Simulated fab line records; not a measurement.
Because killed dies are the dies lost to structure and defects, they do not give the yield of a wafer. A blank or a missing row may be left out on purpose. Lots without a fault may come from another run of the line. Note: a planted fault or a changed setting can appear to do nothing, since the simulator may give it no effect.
A lot that was struck, set against a sound lot || flow n5Finfet || 36 out of 1938 route steps
Sound: the wafers L774.3, L774.5, L774.6. Struck: wafer L784.3. (L784.6 of the same lot was not struck and is left out.) The cause comes at the end.
Each step with rows lists, per side, the tool, then ch with its chambers, then its first start. Under that, the readings that differ: sound wafers || struck wafers || difference of the means || sigmas: that difference in standard deviations of wafers without a fault.
alike: words and numbers the same on both sides, and readings whose means are apart by under 2 such deviations; not compared: readings that were withheld, readings missing a value for some wafer, numbers with overlapping values and no deviation given by the record, and bounds like >300 which may hide the same value.
The two part at a step that has a row with sigmas, a row that says differs or no value, or rows on one side only. Numbers that don't overlap but have no deviation are shown without sigmas and don't part them. A reading missing from all wafers of one side parts the sides only when that side holds two or more wafers.

first, 9 steps without rows for these wafers: N5_BEOL_M4_ANNEAL_95 (time 240 s); N5_BEOL_M4_SPUTTER_96 (material Cu, target thk 4.5 nm, time 8.29 s); N5_BEOL_M4_ECD_50 (material Cu, target thk 300 nm); N5_BEOL_M4_ANNEAL_51 (time 90 s); N5_BEOL_M4_CMP_52 (polishes, stops on SiOC, t overpolish 6.8 s, target thk 40 nm); N5_BEOL_M4_PRE_CLEAN_60 (time 15 s); N5_BEOL_M4_CO_CAP_55 (material Co, precursor CCTBA/H2, target thk 2 nm, time 102.1 s); N5_BEOL_M4_PRE_CLEAN_56 (time 15 s); N5_BEOL_M4_DEP_57 (deposits SiCN from 3MS/NH3, target thk 8 nm, time 14 s).
N5_BEOL_M4_RC_MEAS_101:
  sound on prober-01 ch 0, day 8 22:46; struck on prober-02 ch 0, day 11 14:20
  alike: DIBL_N, DIBL_P, IOFF_N, IOFF_P, ION_N, ION_P, SS_N, SS_P, VT_N, VT_P
then, 24 steps without rows for these wafers: N5_BEOL_M5_ILD_DEP_00 (deposits SiCOH lowk from DEMS/porogen, target thk 140.64 nm, time 25.9 s); N5_BEOL_M5_CURE_79 (cures SiCOH lowk, time 240 s); N5_BEOL_M5_PECVD_70 (deposits SiO2 from TEOS/O2, target thk 16 nm, time 18 s); N5_BEOL_M5_HM_DEP_02 (deposits TiN, target thk 20 nm); N5_BEOL_M5_COAT_59 (time 60 s, resist thk 60 nm); N5_BEOL_M5_COAT_60 (time 60 s, resist thk 12 nm); N5_BEOL_M5_COAT_71 (time 60 s, resist thk 5 nm); N5_BEOL_M5_COAT_05 (resist thk 30 nm); N5_BEOL_M5_EBR_07; N5_BEOL_M5_SOFTBAKE_06 (time 60 s); N5_BEOL_M5_EXPOSE_08 (exposes mask M5, target cd 28 nm); N5_BEOL_M5_PEB_09 (peb time 60 s); N5_BEOL_M5_DEVELOP_10 (develop time 30 s); N5_BEOL_M5_DESCUM_16 (chemistry O2, time 7 s); N5_BEOL_M5_ETCH_72 (etches underlayer in N2/H2, target depth 6.5 nm, time 5.2 s); N5_BEOL_M5_ETCH_61 (etches SiARC in CF4, target depth 15.6 nm, time 26 s); N5_BEOL_M5_ETCH_62 (etches SOC in N2/H2, target depth 75 nm, overetch 15 nm, time 112.5 s); N5_BEOL_M5_STRIP_63 (strips in N2/H2); N5_BEOL_M5_STRIP_73 (strips in N2/H2); N5_BEOL_M5_STRIP_64 (strips in CF4); N5_BEOL_M5_HM_OPEN_17 (chemistry Cl2/BCl3, target TiN, target depth 20 nm, overetch 6 nm); N5_BEOL_M5_STRIP_19 (strips in O2); N5_BEOL_M5_COAT_65 (time 60 s, resist thk 60 nm); N5_BEOL_M5_COAT_66 (time 60 s, resist thk 12 nm).
N5_BEOL_M7_VIA_ETCH_34: etches SiCOH lowk in C4F6/O2, target depth 125.5 nm, time 50.5 s.
  sound on rieDiel-05 ch 2,3, day 9 22:04; struck on rieDiel-05 ch 0, day 12 20:11
{"reading": "drypumpMotorCurrentA (A)", "sound": "6.5 6.3 6.5", "struck": 5.4, "difference": -1.0, "sigmas": -2}
{"reading": "oesProductAu (a.u.)", "sound": "0.88 0.79 0.88", "struck": 0.58, "difference": -0.27, "sigmas": -3}
{"reading": "model.etch.depthNm (nm)", "sound": "124.6 121.5 124.2", "struck": 94.68, "difference": -28.75, "sigmas": ""}
{"reading": "model.SOC_of_BEOL_M7_COAT_63.thkNm (nm)", "sound": "53.8 54 53.8", "struck": 55, "difference": "+1", "sigmas": ""}
  alike: C4F6_flow_sccm, oes_ar_750_au, rfVppV, showerheadPlenumPTorr, throttleValvePct
  not compared: rfHoursCounterH
-- a jump in the record: the struck wafers' starts before and after are 3 days apart (it breaks off in module BEOL_M7 and resumes in module PASSIVATION, where the first step shown is number 1936 of the route) --
N5_PASSIVATION_PROBE_49:
  sound: prober-01 at day 13 09:08; struck: prober-02 at day 16 06:32
{"reading": "defectLimitedYield (%)", "sound": "90.9 89.7 92.0", "struck": 29.3, "difference": -61.6, "sigmas": -38}
{"reading": "killed_at_M4_up", "sound": "9 6 12", "struck": 764, "difference": "+755", "sigmas": "+99 or more"}
{"reading": "killedDies", "sound": "107 121 94", "struck": 834, "difference": "+727", "sigmas": "+38"}
{"reading": "killedOnRim", "sound": "15 11 13", "struck": 53, "difference": "+40", "sigmas": "+10"}
{"reading": "sort_bin_5_function (%)", "sound": "5.5 6.7 4.7", "struck": 68.1, "difference": "+62.5", "sigmas": "+57"}
{"reading": "sortNPass", "sound": "1073 1059 1086", "struck": 346, "difference": -727, "sigmas": -40}
{"reading": "sortYieldPct (%)", "sound": "90.9 89.7 92.0", "struck": 29.3, "difference": -61.6, "sigmas": -38}
  alike: killed_at_M0_to_M3, killedAtContacts, killedAtFrontEnd, killedAtOther, killedOpen, killedShort, sort_bin_6_memory

== WHERE THEY PART ==
First at N5_BEOL_M7_VIA_ETCH_34; last, within this record, at N5_PASSIVATION_PROBE_49.

WHY: the cause the simulator had injected
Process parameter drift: rieDiel-05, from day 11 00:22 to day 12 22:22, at N5_BEOL_M7_VIA_ETCH_34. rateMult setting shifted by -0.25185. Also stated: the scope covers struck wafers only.
